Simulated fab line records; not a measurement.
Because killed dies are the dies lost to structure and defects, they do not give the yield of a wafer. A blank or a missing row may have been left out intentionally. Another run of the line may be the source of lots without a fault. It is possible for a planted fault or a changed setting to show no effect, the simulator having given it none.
fab line records    flow nandHarc
[record] lots = 12  wafers = 36  lastDay = 35
route steps=1302 shown A_BONDPAD@1219 HYBRID_BOND@1237 THIN_TSV@1246 END@1302
lots untouched by any fault: they come from a run of this same line in which no faults occurred
startH: start of the lot's first displayed wafer, in hours after the record's first day    waitH: hours since the lot's step before    " the same as in the row above    L1.1+2: a single row standing in for several wafers    - no value present, or no start provided    * or withheld: withheld    < > ~ a bound
route shown NAME@n: names a module that has steps shown in the file, with the first one's number in the route    usual: mean and standard deviation over wafers with no fault    same: alike in all rows    chamber/n: place in a boat    sites: per-site readings    _std_site: the values' standard deviation    _edge_site: mean of outer sites minus mean of inner sites    radiusMm: for every site, how far away it sits from the centre of the wafer    mask NAME#n: copy n    behind: tool/chamber where the wafer was last shaped    hold: the reason the lot was held/the length of the hold in hours/how it ended    device: transistor that didn't switch, given as n, p or np    end of line: the same wafers' tests at the end of the route    where a step has no rows: the recipe by itself    killed: the dies lost at the first sort to structure and to defects; this is not the yield of the wafer    map: shows each die of a wafer: x if killed, . if not, _ if none is there
set.NAME: the setting that was run; set.NAME@STEP: the one run at that earlier step    model.NAME: the simulator's own value behind a step, which no gauge read
the route's steps for a sample of lots (tables are steps, rows are wafers)
services: the hour from which a tool's chamber was out of use, counted from the record's first day as startH (under 0 if before that day), plus the number of hours and why
[[steps]]
[step NHARC_A_BONDPAD_ETCH_34]
[recipe] targetDepthA = 600  overetchA = 180  timeS = 65.91  ionEnergyEv = 200  n2FlowSccm = 150  h2FlowSccm = 150  arFlowSccm = 0  rfW = 400  biasW = 150  chemistry = N2/H2
[usual] drypumpMotorCurrentA = 5.6/0.49  oesProductAu = 1.001/0.0089  rfVppV = 430.3/2  showerheadPlenumPTorr = 2.03/0.063  throttleValvePct = 14.172/0.0082
lot.wafer  tool        chamber  startH  waitH  drypumpMotorCurrentA  oesProductAu  rfHoursCounterH  rfVppV  showerheadPlenumPTorr  throttleValvePct
L275.2     rieDiel-03  0        536.27  0.1    6.0                   0.988         3                429.9   2.00                   14.161
L275.3     "           1        "       "      5.7                   0.996         2                432.1   2.08                   14.163
L275.6     "           2        "       "      5.0                   1.010         -                428.5   1.95                   14.169
L277.4     rieDiel-07  1        561.79  0.1    5.7                   1.013         19               427.5   1.98                   14.185
L277.3     "           3        "       "      6.1                   1.017         24               428.3   1.94                   14.178
L277.1     "           0        "       "      6.5                   1.025         22               432.8   2.15                   14.169
L279.4     rieDiel-03  1        562.12  0.1    5.7                   0.991         3                432.5   2.08                   14.174
L279.1     "           2        "       "      5.0                   0.994         3                427.8   1.95                   14.159
L279.6     "           2        "       "      5.0                   1.000         -                428.5   1.95                   14.156
L282.2     rieDiel-03  1        606.33  0.1    5.7                   0.999         4                431.3   2.08                   14.162
L282.6     "           0        "       "      6.0                   0.987         -                429.5   2.00                   14.173
L282.5     "           1        "       "      5.7                   0.992         -                429.3   2.07                   14.157
L285.1     rieDiel-01  2        626.77  0.1    5.9                   1.014         9                432.1   2.11                   14.177
L285.3     "           0        "       "      6.5                   1.013         9                430.5   2.02                   14.160
L285.5     "           2        "       "      5.8                   1.009         -                431.7   2.11                   14.164
L291.1     rieDiel-01  3        691.65  0.1    5.5                   1.002         21               426.7   1.92                   14.169
L291.5     "           1        "       "      5.3                   1.007         -                431.9   2.07                   14.192
L291.6     "           2        "       "      5.9                   1.009         -                433.0   2.11                   14.185
L292.3     rieDiel-03  2        705.02  0.1    5.0                   0.997         2                429.0   1.95                   14.164
L292.4     "           0        "       "      6.0                   0.995         2                428.7   2.00                   14.162
L292.6     "           1        "       "      5.7                   1.006         -                430.7   2.07                   14.175
L293.1     rieDiel-03  3        714.16  0.1    5.0                   1.003         2                431.5   2.08                   14.159
L293.3     "           0        "       "      6.0                   0.988         2                431.5   2.00                   14.174
L293.6     "           3        "       "      5.0                   1.003         -                430.8   2.08                   14.168
L295.4     rieDiel-01  2        720.43  0.1    5.9                   1.009         22               434.3   2.11                   14.177
L295.6     "           1        "       "      5.3                   0.992         -                431.6   2.06                   14.173
L295.5     "           2        "       "      5.9                   1.015         -                433.2   2.11                   14.177
L297.1     rieDiel-03  0        745.35  0.1    6.0                   0.987         3                430.1   2.00                   14.171
L297.3     "           1        "       "      5.7                   1.003         3                433.1   2.07                   14.170
L297.2     "           2        "       "      5.0                   1.000         4                428.2   1.95                   14.173
L296.2     rieDiel-01  3        772.60  0.1    5.5                   0.996         6                426.4   1.92                   14.171
L296.1     "           1        "       "      5.2                   0.997         5                432.4   2.06                   14.179
L296.5     "           0        "       "      6.5                   1.008         -                429.4   2.01                   14.175
L298.3     rieDiel-03  2        785.72  0.1    5.0                   0.997         4                427.3   1.95                   14.173
L298.2     "           0        "       "      6.0                   0.988         5                432.0   2.00                   14.165
L298.5     "           2        "       "      5.0                   1.008         -                428.3   1.95                   14.162
[step NHARC_A_BONDPAD_ECD_18]
[recipe] targetThkA = 4000  bathTempC = 25  material = Cu
lot.wafer   tool      chamber  startH  waitH
L275.2+3+6  ecdCu-01  0,1,0    537.47  -
L277.1+3+4  ecdCu-02  0,1,0    563.07  -
L279.1+4+6  ecdCu-01  0,1,0    563.40  -
L282.2+6+5  ecdCu-01  0,0,1    607.54  -
L285.1+3+5  ecdCu-01  0,1,1    627.98  -
L291.1+6+5  ecdCu-02  0,1,0    693.45  -
L292.4+3+6  ecdCu-01  1,0,1    706.37  -
L293.1+3+6  ecdCu-02  0,0,1    715.40  -
L295.4+5+6  ecdCu-01  1,1,0    721.74  -
L297.1+2+3  ecdCu-01  1,0,0    746.57  -
L296.2+1+5  ecdCu-01  0,1,1    773.81  -
L298.2+3+5  ecdCu-02  0,0,1    786.97  -
[step NHARC_HYBRID_BOND_ACTIVATE_00]
[recipe] timeS = 60  n2FlowSccm = 200  arFlowSccm = 0  biasPowerW = 0  chemistry = N2
[usual] drypumpMotorCurrentA = 5.6/0.6  oesProductAu = 1.000/0.008  rfVppV = 63.9/0.9  showerheadPlenumPTorr = 1.71/0.063
lot.wafer  tool        chamber  startH  waitH  drypumpMotorCurrentA  oesProductAu  rfHoursCounterH  rfVppV  showerheadPlenumPTorr
L275.3     rieDiel-12  1        538.84  0.1    6.6                   0.999         8                62.7    1.75
L275.2     "           2        "       "      5.1                   0.985         5                63.9    1.69
L275.6     "           0        "       "      6.0                   0.985         -                64.0    1.71
L277.3     rieDiel-12  1        564.35  0.1    6.6                   1.000         11               65.6    1.74
L277.1     "           2        "       "      5.2                   0.997         8                63.5    1.69
L277.4     "           3        "       "      5.1                   0.994         12               62.7    1.64
L279.4     rieDiel-04  0        564.68  0.1    4.6                   0.999         6                65.0    1.88
L279.1     "           3        "       "      6.2                   0.994         6                63.9    1.79
L279.6     "           1        "       "      4.9                   1.013         -                61.9    1.64
L282.2     rieDiel-04  1        608.86  0.1    4.9                   1.015         25               64.4    1.63
L282.6     "           1        "       "      4.9                   1.018         -                63.1    1.63
L282.5     "           2        "       "      5.8                   1.007         -                63.5    1.70
L285.3     rieDiel-10  0        629.33  0.1    6.3                   1.011         8                63.8    1.75
L285.1     "           2        "       "      6.0                   1.003         6                63.7    1.64
L285.5     "           3        "       "      5.6                   1.005         -                62.7    1.68
L291.1     rieDiel-12  1        694.75  0.1    6.6                   0.997         5                64.0    1.74
L291.5     "           3        "       "      5.1                   1.000         -                63.6    1.63
L291.6     "           0        "       "      6.0                   1.004         -                63.4    1.71
L292.3     rieDiel-04  2        707.58  0.1    5.8                   1.011         49               63.3    1.70
L292.4     "           2        "       "      5.8                   0.996         -                64.0    1.70
L292.6     "           1        "       "      4.9                   1.001         -                65.3    1.62
L293.1     rieDiel-12  1        716.71  0.1    6.6                   0.992         7                64.2    1.74
L293.3     "           3        "       "      5.1                   0.990         8                63.3    1.63
L293.6     "           1        "       "      6.6                   0.993         -                63.7    1.74
L295.4     rieDiel-12  2        722.94  0.1    5.2                   1.005         8                65.1    1.69
L295.6     "           2        "       "      5.2                   1.001         -                64.5    1.69
L295.5     "           3        "       "      5.0                   1.002         -                64.4    1.63
L297.1     rieDiel-12  2        748.41  0.1    5.2                   1.008         9                64.3    1.69
L297.3     "           3        "       "      5.1                   0.999         10               63.0    1.63
L297.2     "           0        "       "      6.0                   1.003         10               65.2    1.71
L296.1     rieDiel-04  1        775.18  0.1    4.9                   1.001         26               63.2    1.91
L296.2     "           3        "       "      6.2                   1.004         19               63.3    1.77
L296.5     "           3        "       "      6.2                   1.005         -                65.6    1.77
L298.2     rieDiel-12  3        788.31  0.1    5.1                   0.993         14               62.7    1.63
L298.3     "           1        "       "      6.5                   0.988         13               63.9    1.74
L298.5     "           3        "       "      5.1                   1.000         -                62.4    1.63
[step NHARC_THIN_TSV_THK_MEAS_02]
[recipe] thkMeasGauge = ir
[usual] thkNm = 3042/200
lot.wafer  tool          chamber  startH  waitH  thkNm
L275.2     filmMetro-02  -        549.92  -      3307
L275.3     "             -        "       "      3246
L275.6     "             -        "       "      3552
L279.1     filmMetro-01  -        577.85  -      3207
L279.4     "             -        "       "      2815
L279.6     "             -        "       "      3256
L277.1     filmMetro-02  -        579.07  0.2    2947
L277.3     "             -        "       "      3300
L277.4     "             -        "       "      2893
L282.2     filmMetro-02  -        622.56  0.2    2981
L282.5     "             -        "       "      2957
L282.6     "             -        "       "      2774
L285.1     filmMetro-01  -        640.40  -      3370
L285.3     "             -        "       "      3167
L285.5     "             -        "       "      3344
L291.1     filmMetro-02  -        705.87  0.2    2675
L291.5     "             -        "       "      2903
L291.6     "             -        "       "      2853
L292.3     filmMetro-01  -        718.68  -      3056
L292.4     "             -        "       "      2848
L292.6     "             -        "       "      3122
L293.1     filmMetro-01  -        727.80  0.2    2946
L293.3     "             -        "       "      2672
L293.6     "             -        "       "      3026
L295.4     filmMetro-01  -        733.81  -      3147
L295.5     "             -        "       "      2860
L295.6     "             -        "       "      2848
L297.1     filmMetro-01  -        763.39  -      2868
L297.2     "             -        "       "      2842
L297.3     "             -        "       "      2940
L296.1     filmMetro-02  -        786.13  -      2926
L296.2     "             -        "       "      2965
L296.5     "             -        "       "      2771
L298.2     filmMetro-02  -        799.39  -      2901
L298.3     "             -        "       "      2804
L298.5     "             -        "       "      2850
[step NHARC_END_SORT_01]
[recipe] tempC = 25
[usual] defectLimitedYield = 92.9/2.4  killedAtArray = 44/16  killedAtOther = 0.6/1.1  killedAtPeriphery = 3.9/2.6  killedDies = 48/16  killedOpen = 3.1/1.9  killedShort = 2.4/1.8  sort_bin_2_pct = 2.6/1  sort_bin_3_pct = 0.6/0.39  sort_bin_4_pct = 4.0/1.4  sortNPass = 629/16  sortRimYieldPct = 89/4.3  sortYieldPct = 92.9/2.4
[same] grossDies = 677  sort_bin_5_pct[%] = 0  sort_bin_6_pct[%] = 0  sort_bin_7_pct[%] = 0  sort_bin_8_pct[%] = 0  sortRimNGross = 106.00
lot.wafer  tool       chamber  startH  waitH  defectLimitedYield[%]  killedAtArray  killedAtOther  killedAtPeriphery  killedDies  killedOpen  killedShort  sort_bin_2_pct[%]  sort_bin_3_pct[%]  sort_bin_4_pct[%]  sortNPass  sortRimYieldPct[%]  sortYieldPct[%]
L282.2     prober-01  0        639.54  2.8    92.9                   44             0              4                  48          0           2            2.2                1.0                3.8                629        86                  92.9
L282.5     prober-01  0        641.97  3.7    60.0                   267            2              2                  271         2           1            13.3               2.5                24.2               406        61                  60.0
L282.6     prober-01  0        642.78  4.0    95.4                   29             0              2                  31          1           2            1.6                0.4                2.5                646        88                  95.4
L285.1     prober-01  0        656.42  2.5    92.0                   48             1              5                  54          4           7            3.4                0                  4.6                623        82                  92.0
L285.3     prober-01  0        658.02  3.1    62.9                   247            0              4                  251         2           8            14.5               1.9                20.7               426        62                  62.9
L285.5     prober-01  0        659.63  3.7    61.3                   255            0              7                  262         5           1            12.1               2.1                24.5               415        59                  61.3
// killed by level:class
L282.2 A_SLIT:chamberFilmFlake=15 A_CHANNEL_HOLE_D2:chamberFilmFlake=9 A_SGD_CUT:chamberFilmFlake=4 A_CONTACT:chamberFilmFlake=4 A_CHANNEL_HOLE_D1:chamberFilmFlake=3 A_STAIRCASE:chamberFilmFlake=3 A_CHANNEL_FILL_D1:geometricParticle:short=2 P_GATE:chamberFilmFlake=2
L282.5 A_BONDPAD:unspecified=230 A_SLIT:chamberFilmFlake=14 A_CHANNEL_HOLE_D2:chamberFilmFlake=8 A_STAIRCASE:chamberFilmFlake=4 A_CHANNEL_HOLE_D1:chamberFilmFlake=2 A_SGD_CUT:chamberFilmFlake=2 A_CONTACT:chamberFilmFlake=2 THIN_TSV:chamberFilmFlake=2
L282.6 A_SLIT:chamberFilmFlake=14 A_STAIRCASE:chamberFilmFlake=5 A_WL_FILL:chamberFilmFlake=3 A_CHANNEL_HOLE_D1:chamberFilmFlake=2 A_CHANNEL_HOLE_D2:chamberFilmFlake=2 P_GATE:geometricParticle:open=1 A_SGD_CUT:geometricParticle:short=1 A_WL_FILL:geometricParticle:short=1
L285.1 A_SLIT:chamberFilmFlake=18 A_CHANNEL_HOLE_D2:chamberFilmFlake=12 A_STAIRCASE:chamberFilmFlake=5 A_M0:geometricParticle:short=2 A_ONON_D2:geometricParticle:open=2 P_M0:chamberFilmFlake=2 A_CHANNEL_HOLE_D1:chamberFilmFlake=2 P_CONTACT:geometricParticle:short=1
L285.3 A_BONDPAD:unspecified=214 A_SLIT:chamberFilmFlake=10 A_CHANNEL_HOLE_D2:chamberFilmFlake=4 A_STAIRCASE:chamberFilmFlake=3 A_DECK1_JOINT:geometricParticle:short=2 A_WL_FILL:geometricParticle:short=2 P_M2:chamberFilmFlake=2 A_CONTACT:chamberFilmFlake=2
L285.5 A_BONDPAD:unspecified=225 A_SLIT:chamberFilmFlake=15 P_M2:chamberFilmFlake=4 A_CHANNEL_HOLE_D2:chamberFilmFlake=4 A_CHANNEL_HOLE_D1:chamberFilmFlake=3 A_CONTACT:chamberFilmFlake=2 A_ONON_D1:geometricParticle:open=1 A_DECK1_JOINT:geometricParticle:open=1
[[services]]
tool        chamber  startH  hours  kind
rieDiel-04  -        532.41  9.0    pm
rieDiel-07  -        550.42  0.9    repair
rieDiel-01  -        558.11  9.0    pm
rieDiel-07  0        562.55  12.0   repair
ecdCu-02    -        577.00  2.6    repair
ecdCu-02    -        596.28  8.0    pm
rieDiel-10  -        596.59  9.0    pm
rieDiel-12  3        601.11  15.8   repair
rieDiel-01  3        601.55  3.7    repair
rieDiel-01  1        604.61  18.3   repair
rieDiel-12  -        622.40  9.0    pm
rieDiel-03  -        635.31  9.0    pm
rieDiel-07  -        648.23  9.0    pm
rieDiel-04  1        655.38  4.3    repair
rieDiel-04  2        669.20  17.9   repair
rieDiel-10  2        669.86  5.4    repair
ecdCu-01    -        688.00  8.0    pm
rieDiel-04  0        703.71  5.1    repair
rieDiel-04  -        709.41  9.0    pm
rieDiel-01  -        735.11  9.0    pm
rieDiel-01  -        753.80  0.9    repair
rieDiel-07  0        759.73  21.2   repair
rieDiel-04  2        768.33  16.5   repair
ecdCu-02    -        772.28  8.0    pm
[[key]]
[firstSign] step = NHARC_END_SORT_01  reading = killedAtArray  direction = up  sigmas = 13  usual = 44  struck = 256
[effect] step = NHARC_END_SORT_01  reading = defectLimitedYield  direction = down  sigmas = 13  usual = 92.9  struck = 61.4
[moreKillsBornAt] NHARC_A_BONDPAD_ECD_18@ecdCu-01 = 669
metAt NHARC_A_BONDPAD_ECD_18
struckLots L282,L285
struckWafers L282.5,L285.3,L285.5
notActingAt NHARC_A_BONDPAD_ETCH_34,NHARC_HYBRID_BOND_ACTIVATE_00,NHARC_THIN_TSV_THK_MEAS_02
onsetBetween 563.40 607.54
[fault] kind = chamberParticleSource  tool = ecdCu-01  chamber = 1  onsetH = 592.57  steps = NHARC_A_BONDPAD_ECD_18  ratePerVisitCm2 = 0.45192  endH = 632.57
